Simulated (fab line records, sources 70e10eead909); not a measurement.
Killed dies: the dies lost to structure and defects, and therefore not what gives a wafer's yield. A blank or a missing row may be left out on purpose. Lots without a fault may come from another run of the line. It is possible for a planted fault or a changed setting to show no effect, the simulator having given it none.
fab line records	flow nandHarc
[record] lots = 24	wafers = 72	lastDay = 33
route steps=1302 shown A_WL_FILL@956 A_CONTACT@1003
lots that met no fault: taken from a fault-free run of the same line
startH: start of the lot's first displayed wafer, in hours after the record's first day	waitH: hours from the lot's prior step to this one	" the same as in the row above	L1.1+2: a row that stands for several wafers	- value missing, or start not given	* or withheld: withheld	< > ~ a bound
route shown NAME@n: names a module that has steps shown in the file, with the first one's number in the route	usual: the fault-free wafers' mean and standard deviation	same: alike in all rows	chamber/n: place in a boat	sites: readings site by site	_std_site: standard deviation of those values	_edge_site: inner sites' mean taken away from outer sites' mean	radiusMm: for every site, how far away it sits from the centre of the wafer	mask NAME#n: copy n	behind: the most recent tool/chamber to have shaped the wafer	hold: reason for holding the lot/hours on hold/outcome of the hold	device: whichever transistor did not switch (one of n, p or np)	end of line: the same wafers' tests at the end of the route	for a step that has no rows: nothing shown but its recipe	killed: dies that structure and defects cost at the first sort, which is not the same as the wafer's yield	map: a wafer's dies, x killed, . not, _ none there
set.NAME: the setting as run; set.NAME@STEP: as run at that earlier step	model.NAME: the simulator's own value behind a step, which no gauge read
steps of the route over a sample of lots; a table a step, a row a wafer
services: from which hour (startH, from the record's first day; less than 0 if before it) a tool's chamber was out of use, for how many hours, and why
[[steps]]
[step NHARC_A_WL_FILL_CVD_03]
[recipe] targetThkA = 400	tempC = 300	pressureTorr = 40	wf6FlowSccm = 40	h2FlowSccm = 1600	arFlowSccm = 1560	timeS = 279	material = W
[usual] heaterPowerW = 432/29	throttleValvePct = 7.78/0.19
lot.wafer	tool	chamber	startH	waitH	heaterPowerW	throttleValvePct
L076.2	cvdW-01	1	481.38	0.1	448	7.70
L076.6	"	0	"	"	395	7.43
L076.5	"	1	"	"	437	7.71
L074.1	cvdW-02	0	481.55	0.1	452	7.69
L074.4	"	0	"	"	456	7.95
L074.6	"	1	"	"	451	7.56
L075.2	cvdW-01	0	485.07	0.1	395	7.59
L075.5	"	1	"	"	458	7.71
L075.6	"	0	"	"	394	7.59
L077.2	cvdW-01	1	505.08	0.1	430	7.56
L077.4	"	0	"	"	383	7.52
L077.6	"	0	"	"	393	7.44
L078.4	cvdW-02	1	505.33	0.3	463	7.65
L078.3	"	0	"	"	451	7.82
L078.6	"	1	"	"	455	7.81
L079.1	cvdW-02	0	508.79	0.1	438	8.04
L079.2	"	1	"	"	458	7.95
L079.3	"	1	"	"	449	7.58
L082.2	cvdW-02	1	522.56	0.1	445	8.02
L082.1	"	0	"	"	442	7.73
L082.5	"	1	"	"	457	7.68
L080.1	cvdW-01	0	522.56	0.1	390	7.61
L080.3	"	1	"	"	451	7.70
L080.5	"	0	"	"	381	7.65
L081.2	cvdW-01	0	526.27	0.1	389	7.79
L081.3	"	0	"	"	386	7.59
L081.5	"	1	"	"	450	7.81
L083.2	cvdW-02	1	565.52	0.1	436	7.95
L083.4	"	1	"	"	449	7.87
L083.5	"	1	"	"	447	7.92
L084.1	cvdW-02	1	575.22	0.1	458	7.91
L084.3	"	1	"	"	447	8.14
L084.6	"	1	"	"	450	7.73
L086.1	cvdW-01	0	585.16	0.1	390	7.65
L086.3	"	0	"	"	371	7.63
L086.4	"	0	"	"	378	7.51
L085.1	cvdW-02	1	585.27	0.1	433	7.52
L085.2	"	0	"	"	427	7.68
L085.4	"	0	"	"	441	8.10
L087.1	cvdW-01	1	606.47	0.1	456	7.93
L087.4	"	1	"	"	454	7.68
L087.6	"	1	"	"	459	7.62
L089.1	cvdW-01	0	617.99	0.1	375	7.57
L089.3	"	1	"	"	448	7.62
L089.6	"	0	"	"	379	7.68
L088.2	cvdW-02	1	621.87	0.1	455	7.86
L088.1	"	0	"	"	441	7.97
L088.5	"	0	"	"	445	8.02
L090.2	cvdW-02	1	649.05	0.1	455	8.01
L090.3	"	1	"	"	449	7.79
L090.6	"	1	"	"	458	7.81
L092.4	cvdW-02	1	660.52	0.2	452	8.06
L092.5	"	1	"	"	461	8.07
L092.6	"	0	"	"	459	8.05
L091.1	cvdW-01	0	660.59	0.1	375	7.70
L091.2	"	1	"	"	456	7.91
L091.3	"	0	"	"	379	7.71
L094.1	cvdW-01	1	664.46	0.1	447	7.53
L094.3	"	1	"	"	454	7.76
L094.4	"	0	"	"	380	7.62
L093.2	cvdW-01	1	664.77	0.2	455	7.77
L093.3	"	1	"	"	444	7.81
L093.6	"	1	"	"	449	8.06
L095.3	cvdW-02	0	678.90	0.2	458	7.80
L095.5	"	0	"	"	455	7.80
L095.6	"	1	"	"	447	7.89
L096.2	cvdW-02	0	681.23	0.1	436	7.74
L096.3	"	0	"	"	445	7.90
L096.4	"	1	"	"	439	8.07
L097.2	cvdW-01	1	687.35	0.1	455	7.66
L097.1	"	0	"	"	377	7.62
L097.5	"	1	"	"	446	7.61
[step NHARC_A_WL_FILL_STRIP_27]
[recipe] powerW = 1500	tempC = 250	timeS = 20	chemistry = N2/H2
[usual] drypumpMotorCurrentA = 5.2/0.48	heaterPowerW = 314/20
lot.wafer	tool	chamber	startH	waitH	drypumpMotorCurrentA	heaterPowerW	rfHoursCounterH
L076.2	plasmaAsher-02	1	482.10	0.1	5.0	297	11
L076.5	"	0	"	"	4.8	340	-
L076.6	"	1	"	"	5.0	298	-
L074.1	plasmaAsher-01	0	482.31	0.1	5.1	297	27
L074.4	"	1	"	"	6.1	295	-
L074.6	"	0	"	"	5.0	288	-
L075.2	plasmaAsher-02	1	485.78	0.1	5.0	295	11
L075.6	"	1	"	"	5.1	304	-
L075.5	"	0	"	"	4.8	342	-
L077.2	plasmaAsher-02	0	505.78	0.1	4.7	345	15
L077.4	"	0	"	"	4.7	349	-
L077.6	"	1	"	"	5.1	300	-
L078.3	plasmaAsher-02	0	506.02	0.1	4.7	335	-
L078.4	"	1	"	"	5.1	304	-
L078.6	"	0	"	"	4.7	336	-
L079.1	plasmaAsher-02	0	509.54	0.1	4.7	337	15
L079.2	"	1	"	"	5.1	298	15
L079.3	"	0	"	"	4.7	346	-
L082.1	plasmaAsher-02	0	523.31	0.1	4.7	337	17
L082.2	"	1	"	"	5.1	293	17
L082.5	"	1	"	"	5.1	301	-
L080.1	plasmaAsher-02	0	523.44	0.2	4.7	348	17
L080.3	"	1	"	"	5.0	298	-
L080.5	"	1	"	"	5.1	302	-
L081.2	plasmaAsher-02	0	526.99	0.1	4.8	342	18
L081.3	"	1	"	"	5.1	308	-
L081.5	"	1	"	"	5.1	296	-
L083.2	plasmaAsher-01	1	566.23	0.1	6.0	297	7
L083.4	"	1	"	"	6.1	303	-
L083.5	"	1	"	"	6.1	301	-
L084.1	plasmaAsher-01	0	575.98	0.1	5.0	311	9
L084.3	"	1	"	"	6.1	299	-
L084.6	"	1	"	"	6.1	304	-
L085.1	plasmaAsher-02	0	586.12	0.1	4.7	340	31
L085.2	"	1	"	"	5.1	296	31
L085.4	"	1	"	"	5.0	309	-
L086.1	plasmaAsher-01	1	586.21	0.1	6.1	299	12
L086.3	"	1	"	"	6.1	302	-
L086.4	"	0	"	"	5.1	295	-
L087.1	plasmaAsher-01	0	607.55	0.2	5.0	307	17
L087.4	"	1	"	"	6.1	306	-
L087.6	"	0	"	"	5.0	298	-
L089.1	plasmaAsher-02	1	618.69	0.1	5.1	310	2
L089.3	"	0	"	"	4.8	339	-
L089.6	"	0	"	"	4.7	337	-
L088.2	plasmaAsher-01	0	622.63	0.1	5.0	301	22
L088.1	"	1	"	"	6.1	300	22
L088.5	"	1	"	"	6.1	300	-
L090.2	plasmaAsher-01	1	649.75	0.1	6.1	301	26
L090.3	"	1	"	"	6.1	295	-
L090.6	"	1	"	"	6.1	301	-
L092.4	plasmaAsher-02	1	661.21	0.1	5.0	304	-
L092.5	"	1	"	"	5.1	302	-
L092.6	"	0	"	"	4.8	344	-
L091.2	plasmaAsher-01	0	661.34	0.1	5.0	304	29
L091.1	"	1	"	"	6.1	295	29
L091.3	"	1	"	"	6.1	303	-
L094.1	plasmaAsher-02	0	665.23	0.1	4.7	343	9
L094.3	"	1	"	"	5.1	300	-
L094.4	"	0	"	"	4.7	342	-
L093.2	plasmaAsher-02	0	665.52	0.1	4.7	340	9
L093.3	"	1	"	"	5.1	312	-
L093.6	"	1	"	"	5.1	308	-
L095.3	plasmaAsher-01	0	679.85	0.2	5.1	300	-
L095.5	"	0	"	"	5.1	293	-
L095.6	"	1	"	"	6.2	306	-
L096.2	plasmaAsher-02	1	682.01	0.1	5.1	299	13
L096.4	"	0	"	"	4.8	339	-
L096.3	"	1	"	"	5.1	307	-
L097.1	plasmaAsher-02	1	688.34	0.4	5.0	305	14
L097.2	"	0	"	"	4.7	349	14
L097.5	"	1	"	"	5.1	304	-
[step NHARC_A_CONTACT_ETCH_50]
[recipe] targetDepthA = 1210	timeS = 60.5	cf4FlowSccm = 100	chf3FlowSccm = 30	arFlowSccm = 0	rfW = 500	biasW = 200	chemistry = CF4/CHF3
[usual] drypumpMotorCurrentA = 5.6/0.46	oesProductAu = 0.949/0.021	rfVppV = 371.0/2.6	showerheadPlenumPTorr = 1.59/0.074	throttleValvePct = 16.802/0.0081
lot.wafer	tool	chamber	startH	waitH	drypumpMotorCurrentA	oesProductAu	rfHoursCounterH	rfVppV	showerheadPlenumPTorr	throttleValvePct
L076.2	rieDiel-04	0	-	-	6.1	0.944	22	368.1	1.49	16.797
L076.5	"	0	"	"	6.1	0.936	-	367.2	1.49	16.790
L076.6	"	1	"	"	6.2	0.950	-	372.6	1.64	16.805
L074.4	rieDiel-04	2	-	-	5.6	0.946	25	372.2	1.64	16.793
L074.1	"	3	"	"	4.8	0.993	21	369.5	1.51	16.804
L074.6	"	0	"	"	6.1	0.972	-	366.9	1.49	16.810
L075.2	rieDiel-03	2	-	-	5.4	0.991	15	371.5	1.59	16.793
L075.5	"	1	"	"	5.8	0.964	-	373.2	1.68	16.816
L075.6	"	2	"	"	5.4	0.986	-	369.9	1.59	16.806
L077.2	rieDiel-03	2	-	-	5.4	0.929	20	372.6	1.59	16.805
L077.6	"	1	"	"	5.8	0.925	-	374.6	1.67	16.803
L077.4	"	0	"	"	5.2	0.904	-	375.3	1.70	16.809
L078.3	rieDiel-04	1	-	-	6.2	0.962	29	371.8	1.64	16.806
L078.4	"	2	"	"	5.6	0.938	28	372.9	1.64	16.807
L078.6	"	0	"	"	6.1	0.943	-	368.7	1.49	16.793
L079.1	rieDiel-02	2	-	-	5.8	0.931	43	373.2	1.62	16.817
L079.3	"	3	"	"	5.2	0.934	46	370.5	1.57	16.810
L079.2	"	0	"	"	5.8	0.930	44	367.1	1.46	16.799
L082.1	rieDiel-04	3	-	-	4.8	0.927	1	368.4	1.51	16.804
L082.2	"	2	"	"	5.6	0.956	1	372.5	1.64	16.806
L082.5	"	3	"	"	4.8	0.943	-	368.3	1.51	16.803
L080.1	rieDiel-04	1	-	-	6.2	0.912	2	372.7	1.64	16.804
L080.3	"	2	"	"	5.6	0.946	1	374.1	1.64	16.807
L080.5	"	0	"	"	6.1	0.945	-	367.2	1.49	16.816
L081.2	rieDiel-02	3	-	-	5.2	0.926	54	371.5	1.57	16.792
L081.3	"	0	"	"	5.8	0.932	54	366.4	1.46	16.812
L081.5	"	3	"	"	5.2	0.929	-	372.2	1.57	16.801
L083.2	rieDiel-02	0	-	-	5.8	0.949	5	374.2	1.70	16.807
L083.4	"	1	"	"	5.6	0.962	5	374.1	1.68	16.809
L083.5	"	1	"	"	5.7	0.967	-	373.7	1.68	16.814
L084.3	rieDiel-04	3	-	-	4.8	0.952	7	368.0	1.51	16.829
L084.1	"	1	"	"	6.2	0.951	7	372.2	1.64	16.805
L084.6	"	3	"	"	4.8	0.949	-	368.6	1.51	16.803
L086.4	rieDiel-04	1	-	-	6.2	0.946	9	374.1	1.64	16.793
L086.1	"	2	"	"	5.6	0.969	9	373.2	1.63	16.806
L086.3	"	3	"	"	4.8	0.938	9	367.9	1.51	16.795
L085.2	rieDiel-04	3	-	-	4.8	0.952	11	368.5	1.51	16.811
L085.4	"	0	"	"	6.1	0.961	12	368.9	1.49	16.818
L085.1	"	2	"	"	5.6	0.973	9	373.3	1.63	16.794
L087.1	rieDiel-04	0	-	-	6.1	0.971	16	368.7	1.49	16.806
L087.4	"	3	"	"	4.8	0.957	15	366.1	1.51	16.797
L087.6	"	1	"	"	6.2	0.956	-	373.6	1.64	16.798
L089.3	rieDiel-04	3	-	-	4.8	0.925	16	367.2	1.51	16.805
L089.1	"	0	"	"	6.1	0.941	17	368.8	1.49	16.800
L089.6	"	3	"	"	4.8	0.919	-	368.5	1.51	16.782
L088.2	rieDiel-02	2	-	-	5.9	0.945	23	372.4	1.61	16.808
L088.1	"	3	"	"	5.2	0.919	24	369.7	1.56	16.797
L088.5	"	2	"	"	5.9	0.941	-	371.5	1.61	16.797
L090.3	rieDiel-04	1	-	-	6.2	0.969	20	373.1	1.64	16.803
L090.2	"	2	"	"	5.6	0.964	20	372.1	1.63	16.816
L090.6	"	0	"	"	6.1	0.993	-	368.3	1.49	16.815
L091.3	rieDiel-04	0	-	-	6.1	0.979	23	368.5	1.49	16.792
L091.1	"	2	"	"	5.6	0.980	22	372.8	1.63	16.795
L091.2	"	3	"	"	4.8	0.964	22	367.2	1.50	16.799
L092.4	rieDiel-04	1	-	-	6.2	0.934	22	373.2	1.63	16.806
L092.6	"	2	"	"	5.6	0.971	-	372.8	1.63	16.812
L092.5	"	3	"	"	4.8	0.972	-	367.7	1.50	16.796
L093.2	rieDiel-03	1	-	-	5.8	0.984	16	372.9	1.66	16.806
L093.3	"	2	"	"	5.4	0.953	15	371.0	1.57	16.812
L093.6	"	0	"	"	5.2	0.966	-	374.3	1.68	16.802
L094.4	rieDiel-02	3	-	-	5.2	0.922	40	370.5	1.56	16.798
L094.3	"	0	"	"	5.8	0.891	45	374.0	1.69	16.801
L094.1	"	1	"	"	5.6	0.927	39	374.4	1.68	16.784
L095.3	rieDiel-04	2	-	-	5.6	0.957	25	371.4	1.63	16.802
L095.6	"	0	"	"	6.1	0.952	-	366.9	1.48	16.807
L095.5	"	1	"	"	6.2	0.929	-	372.8	1.63	16.790
L096.3	rieDiel-03	2	-	-	5.4	0.943	19	370.4	1.57	16.811
L096.2	"	3	"	"	5.6	0.967	16	368.0	1.54	16.811
L096.4	"	1	"	"	5.8	0.963	20	372.9	1.66	16.782
L097.2	rieDiel-03	2	-	-	5.4	0.931	24	370.1	1.57	16.811
L097.1	"	3	"	"	5.6	0.949	21	370.6	1.54	16.805
L097.5	"	1	"	"	5.8	0.939	-	373.6	1.66	16.795
[step NHARC_A_CONTACT_ETCH_51]
[recipe] targetDepthA = 70000	overEtchFrac = 0.3	timeS = 1820	ionEnergyEv = 150	o2FlowSccm = 400	cosFlowSccm = 20	arFlowSccm = 0	rfW = 500	biasW = 300	chemistry = O2/COS
[usual] drypumpMotorCurrentA = 5.6/0.46	oesProductAu = 0.997/0.014	rfVppV = 314.6/2.2	showerheadPlenumPTorr = 3.15/0.15	throttleValvePct = 28.330/0.0083
lot.wafer	tool	chamber	startH	waitH	drypumpMotorCurrentA	oesProductAu	rfHoursCounterH	rfVppV	showerheadPlenumPTorr	throttleValvePct
L076.2	rieDiel-04	1	-	-	6.2	0.997	24	316.4	3.26	28.328
L076.5	"	0	"	"	6.1	0.990	-	311.8	2.96	28.342
L076.6	"	1	"	"	6.2	0.990	-	316.7	3.26	28.336
L074.1	rieDiel-04	3	-	-	4.8	1.011	22	311.9	3.00	28.327
L074.4	"	0	"	"	6.1	0.991	24	309.9	2.96	28.327
L074.6	"	0	"	"	6.1	0.983	-	312.7	2.96	28.341
L075.2	rieDiel-03	0	-	-	5.2	0.977	12	317.4	3.37	28.348
L075.6	"	0	"	"	5.2	0.964	-	316.3	3.37	28.340
L075.5	"	1	"	"	5.9	0.989	-	315.9	3.32	28.323
L077.2	rieDiel-03	2	-	-	5.4	1.015	20	314.3	3.15	28.347
L077.6	"	2	"	"	5.4	1.013	-	313.4	3.15	28.341
L077.4	"	0	"	"	5.2	0.969	-	318.8	3.36	28.326
L078.4	rieDiel-04	0	-	-	6.1	0.999	28	312.1	2.96	28.345
L078.3	"	1	"	"	6.1	0.996	29	315.6	3.25	28.322
L078.6	"	0	"	"	6.1	1.002	-	311.3	2.96	28.321
L079.1	rieDiel-02	2	-	-	5.9	1.015	43	314.2	3.21	28.347
L079.3	"	3	"	"	5.3	1.006	46	314.6	3.12	28.317
L079.2	"	1	"	"	5.6	1.000	41	317.5	3.35	28.324
L082.1	rieDiel-04	2	-	-	5.7	1.005	1	316.7	3.25	28.333
L082.2	"	3	"	"	4.8	0.998	1	313.4	2.99	28.336
L082.5	"	0	"	"	6.1	1.019	-	311.6	2.96	28.337
L080.3	rieDiel-04	3	-	-	4.8	0.992	2	312.1	2.99	28.329
L080.1	"	1	"	"	6.2	0.968	2	317.4	3.25	28.331
L080.5	"	3	"	"	4.8	0.998	-	312.8	2.99	28.314
L081.2	rieDiel-02	0	-	-	5.8	0.998	54	310.1	2.90	28.326
L081.3	"	3	"	"	5.2	0.986	55	314.7	3.12	28.325
L081.5	"	1	"	"	5.6	1.000	-	317.7	3.35	28.334
L083.4	rieDiel-02	3	-	-	5.3	0.987	4	315.5	3.11	28.331
L083.2	"	1	"	"	5.6	1.019	5	317.7	3.34	28.332
L083.5	"	0	"	"	5.8	0.980	-	317.8	3.37	28.336
L084.3	rieDiel-04	3	-	-	4.8	0.988	8	311.7	2.99	28.335
L084.1	"	2	"	"	5.7	1.008	7	316.2	3.24	28.329
L084.6	"	3	"	"	4.8	0.994	-	312.2	2.99	28.340
L086.1	rieDiel-04	3	-	-	4.8	0.996	10	313.3	2.99	28.334
L086.3	"	0	"	"	6.1	1.019	11	311.6	2.95	28.333
L086.4	"	1	"	"	6.2	0.993	9	315.3	3.25	28.332
L085.2	rieDiel-04	1	-	-	6.2	0.986	10	317.0	3.25	28.342
L085.1	"	2	"	"	5.6	1.012	10	315.2	3.24	28.327
L085.4	"	3	"	"	4.9	0.983	11	310.6	2.99	28.324
L087.1	rieDiel-04	2	-	-	5.7	1.000	14	314.3	3.24	28.332
L087.4	"	0	"	"	6.1	1.002	17	311.2	2.95	28.334
L087.6	"	1	"	"	6.2	0.977	-	317.6	3.25	28.327
L089.3	rieDiel-04	3	-	-	4.8	0.991	16	312.8	2.99	28.310
L089.1	"	0	"	"	6.1	0.999	18	311.4	2.95	28.332
L089.6	"	2	"	"	5.6	1.008	-	315.3	3.24	28.335
L088.2	rieDiel-02	0	-	-	5.8	0.968	29	318.7	3.36	28.338
L088.1	"	1	"	"	5.6	1.015	28	317.2	3.33	28.330
L088.5	"	3	"	"	5.3	0.998	-	314.7	3.10	28.317
L090.2	rieDiel-04	0	-	-	6.1	1.006	22	311.3	2.95	28.330
L090.3	"	1	"	"	6.2	0.976	21	314.2	3.24	28.333
L090.6	"	3	"	"	4.8	0.990	-	313.0	2.98	28.325
L091.1	rieDiel-04	3	-	-	4.8	0.997	22	310.9	2.98	28.335
L091.3	"	0	"	"	6.1	1.011	23	312.5	2.95	28.319
L091.2	"	2	"	"	5.6	1.008	22	315.3	3.24	28.323
L092.4	rieDiel-04	3	-	-	4.8	0.995	24	311.8	2.98	28.343
L092.5	"	3	"	"	4.8	0.988	-	312.4	2.98	28.328
L092.6	"	0	"	"	6.1	1.009	-	311.2	2.95	28.322
L093.3	rieDiel-03	2	-	-	5.4	0.992	15	313.0	3.12	28.334
L093.2	"	3	"	"	5.6	1.023	12	312.6	3.05	28.323
L093.6	"	0	"	"	5.2	0.994	-	317.1	3.34	28.328
L094.1	rieDiel-02	0	-	-	5.8	0.965	45	317.1	3.35	28.326
L094.4	"	1	"	"	5.6	1.003	39	315.8	3.32	28.316
L094.3	"	2	"	"	5.9	1.020	38	315.9	3.18	28.312
L095.3	rieDiel-04	0	-	-	6.1	1.019	28	310.2	2.94	28.327
L095.5	"	1	"	"	6.2	0.989	-	315.7	3.24	28.325
L095.6	"	2	"	"	5.6	1.007	-	316.5	3.23	28.323
L096.3	rieDiel-03	1	-	-	5.8	1.005	21	316.4	3.29	28.334
L096.4	"	2	"	"	5.4	0.983	19	313.5	3.12	28.332
L096.2	"	3	"	"	5.6	1.021	16	312.7	3.05	28.322
L097.2	rieDiel-03	2	-	-	5.4	0.990	24	313.2	3.12	28.329
L097.1	"	3	"	"	5.6	1.007	21	312.8	3.05	28.319
L097.5	"	0	"	"	5.2	0.984	-	316.4	3.33	28.323
[step NHARC_A_CONTACT_ETCH_115]
[recipe] sourceW = withheld	pressureMtorr = 20	biasV = 3000	timeS = 190	targetDepthA = 18500	arFlowSccm = withheld	c4f8FlowSccm = withheld	o2FlowSccm = withheld	chemistry = C4F8/O2/Ar
lot.wafer	tool	chamber	startH	waitH	rfHoursCounterH
L076.2	harCapEtch-03	0	507.03	0.1	37
L076.6	"	0	"	"	-
L076.5	"	1	"	"	-
L074.1	harCapEtch-02	0	508.89	0.1	86
L074.4	"	0	"	"	-
L074.6	"	0	"	"	-
L075.2	harCapEtch-01	1	515.97	0.2	1
L075.5	"	1	"	"	-
L075.6	"	0	"	"	-
L077.2	harCapEtch-02	0	531.27	0.1	91
L077.4	"	0	"	"	-
L077.6	"	1	"	"	-
L078.4	harCapEtch-03	0	532.04	0.1	-
L078.3	"	1	"	"	-
L078.6	"	0	"	"	-
L079.1	harCapEtch-02	0	536.09	0.1	94
L079.2	"	1	"	"	94
L079.3	"	1	"	"	-
L082.1	harCapEtch-03	1	550.78	0.1	49
L082.2	"	0	"	"	49
L082.5	"	1	"	"	-
L080.1	harCapEtch-01	0	552.02	0.1	9
L080.3	"	0	"	"	-
L080.5	"	1	"	"	-
L081.2	harCapEtch-03	1	553.39	0.1	51
L081.3	"	1	"	"	-
L081.5	"	0	"	"	-
L083.2	harCapEtch-01	1	590.64	0.1	14
L083.4	"	1	"	"	-
L083.5	"	0	"	"	-
L084.1	harCapEtch-02	1	602.33	0.1	105
L084.3	"	0	"	"	-
L084.6	"	0	"	"	-
L086.1	harCapEtch-03	0	612.99	0.1	58
L086.3	"	1	"	"	-
L086.4	"	0	"	"	-
L085.2	harCapEtch-01	1	614.15	0.1	17
L085.1	"	0	"	"	17
L085.4	"	0	"	"	-
L087.1	harCapEtch-03	0	633.70	0.2	62
L087.4	"	1	"	"	-
L087.6	"	0	"	"	-
L089.1	harCapEtch-02	1	643.86	0.1	112
L089.3	"	0	"	"	-
L089.6	"	0	"	"	-
L088.1	harCapEtch-03	0	650.65	0.2	64
L088.2	"	1	"	"	64
L088.5	"	0	"	"	-
L090.2	harCapEtch-03	1	680.51	0.1	68
L090.3	"	1	"	"	-
L090.6	"	0	"	"	-
L091.2	harCapEtch-01	1	686.64	0.1	27
L091.1	"	0	"	"	27
L091.3	"	1	"	"	-
L092.4	harCapEtch-02	1	689.03	0.1	-
L092.6	"	0	"	"	-
L092.5	"	1	"	"	-
L093.2	harCapEtch-01	1	693.01	0.1	29
L093.3	"	1	"	"	-
L093.6	"	1	"	"	-
L094.1	harCapEtch-02	0	694.49	0.1	120
L094.4	"	0	"	"	-
L094.3	"	1	"	"	-
L095.3	harCapEtch-03	0	704.26	0.1	-
L095.6	"	0	"	"	-
L095.5	"	1	"	"	-
L096.2	harCapEtch-02	0	705.08	0.1	124
L096.4	"	1	"	"	-
L096.3	"	0	"	"	-
L097.1	harCapEtch-01	0	719.35	0.1	38
L097.2	"	1	"	"	38
L097.5	"	1	"	"	-
[step NHARC_A_CONTACT_ETCH_131]
[recipe] sourceW = withheld	pressureMtorr = 20	biasV = 3000	timeS = 197	targetDepthA = 19180	arFlowSccm = withheld	c4f8FlowSccm = withheld	o2FlowSccm = withheld	chemistry = C4F8/O2/Ar
lot.wafer	tool	chamber	startH	waitH	rfHoursCounterH
L076.2	harCapEtch-02	1	518.56	0.2	89
L076.6	"	1	"	"	-
L076.5	"	0	"	"	-
L074.1	harCapEtch-03	0	519.67	0.1	42
L074.4	"	1	"	"	-
L074.6	"	0	"	"	-
L075.2	harCapEtch-03	0	527.09	0.1	43
L075.5	"	1	"	"	-
L075.6	"	0	"	"	-
L077.2	harCapEtch-03	0	543.09	0.2	47
L077.4	"	1	"	"	-
L077.6	"	0	"	"	-
L078.4	harCapEtch-01	0	544.06	0.1	-
L078.3	"	1	"	"	-
L078.6	"	0	"	"	-
L079.1	harCapEtch-02	0	546.62	0.1	96
L079.2	"	1	"	"	96
L079.3	"	1	"	"	-
L082.2	harCapEtch-02	0	562.16	0.1	101
L082.1	"	1	"	"	101
L082.5	"	0	"	"	-
L080.1	harCapEtch-03	1	565.63	0.1	54
L080.3	"	0	"	"	-
L080.5	"	1	"	"	-
L081.2	harCapEtch-02	1	569.72	0.1	103
L081.3	"	0	"	"	-
L081.5	"	1	"	"	-
L083.2	harCapEtch-03	0	600.96	0.1	57
L083.4	"	1	"	"	-
L083.5	"	0	"	"	-
L084.1	harCapEtch-02	1	614.09	0.1	108
L084.3	"	0	"	"	-
L084.6	"	1	"	"	-
L086.1	harCapEtch-03	0	624.57	0.1	61
L086.4	"	0	"	"	-
L086.3	"	1	"	"	-
L085.1	harCapEtch-01	0	627.12	0.1	20
L085.2	"	1	"	"	20
L085.4	"	1	"	"	-
L087.1	harCapEtch-01	0	646.25	0.1	23
L087.4	"	0	"	"	-
L087.6	"	1	"	"	-
L089.1	harCapEtch-02	1	654.18	0.1	115
L089.3	"	1	"	"	-
L089.6	"	1	"	"	-
L088.2	harCapEtch-03	0	661.60	0.1	67
L088.1	"	1	"	"	67
L088.5	"	1	"	"	-
L090.2	harCapEtch-03	0	692.10	0.1	71
L090.3	"	0	"	"	-
L090.6	"	1	"	"	-
L091.1	harCapEtch-03	0	699.03	0.1	73
L091.2	"	1	"	"	73
L091.3	"	0	"	"	-
L092.4	harCapEtch-02	0	700.12	0.1	-
L092.6	"	0	"	"	-
L092.5	"	1	"	"	-
L093.2	harCapEtch-01	1	705.29	0.1	34
L093.3	"	1	"	"	-
L093.6	"	0	"	"	-
L094.1	harCapEtch-01	1	708.27	0.1	35
L094.4	"	1	"	"	-
L094.3	"	0	"	"	-
L095.3	harCapEtch-03	0	717.83	0.1	-
L095.5	"	1	"	"	-
L095.6	"	0	"	"	-
L096.2	harCapEtch-02	1	718.50	0.1	128
L096.3	"	1	"	"	-
L096.4	"	0	"	"	-
L097.2	harCapEtch-01	0	730.26	0.2	41
L097.1	"	1	"	"	41
L097.5	"	0	"	"	-
[[services]]
tool	chamber	startH	hours	kind
rieDiel-04	0	461.96	-	clean
rieDiel-04	1	461.96	-	clean
rieDiel-03	0	481.98	13.0	repair
plasmaAsher-02	-	495.89	0.5	repair
harCapEtch-01	-	497.00	17.0	pm
rieDiel-03	3	517.78	17.8	repair
plasmaAsher-01	-	520.17	9.0	pm
rieDiel-04	-	531.90	9.0	pm
cvdW-01	-	547.00	13.0	pm
cvdW-02	0	559.47	2.9	repair
rieDiel-04	3	562.59	3.2	repair
harCapEtch-01	-	567.86	0.6	repair
rieDiel-02	-	570.78	9.0	pm
cvdW-01	0	598.93	8.2	repair
plasmaAsher-02	-	603.00	9.0	pm
harCapEtch-03	-	625.69	1.0	repair
cvdW-02	-	631.24	13.0	pm
rieDiel-03	-	634.91	1.3	repair
rieDiel-03	-	636.26	9.0	pm
rieDiel-02	1	663.83	8.8	repair
plasmaAsher-01	-	697.17	9.0	pm
rieDiel-02	1	722.51	4.1	repair
rieDiel-03	3	722.71	9.7	repair
cvdW-01	-	728.00	13.0	pm
[[key]]
fault none
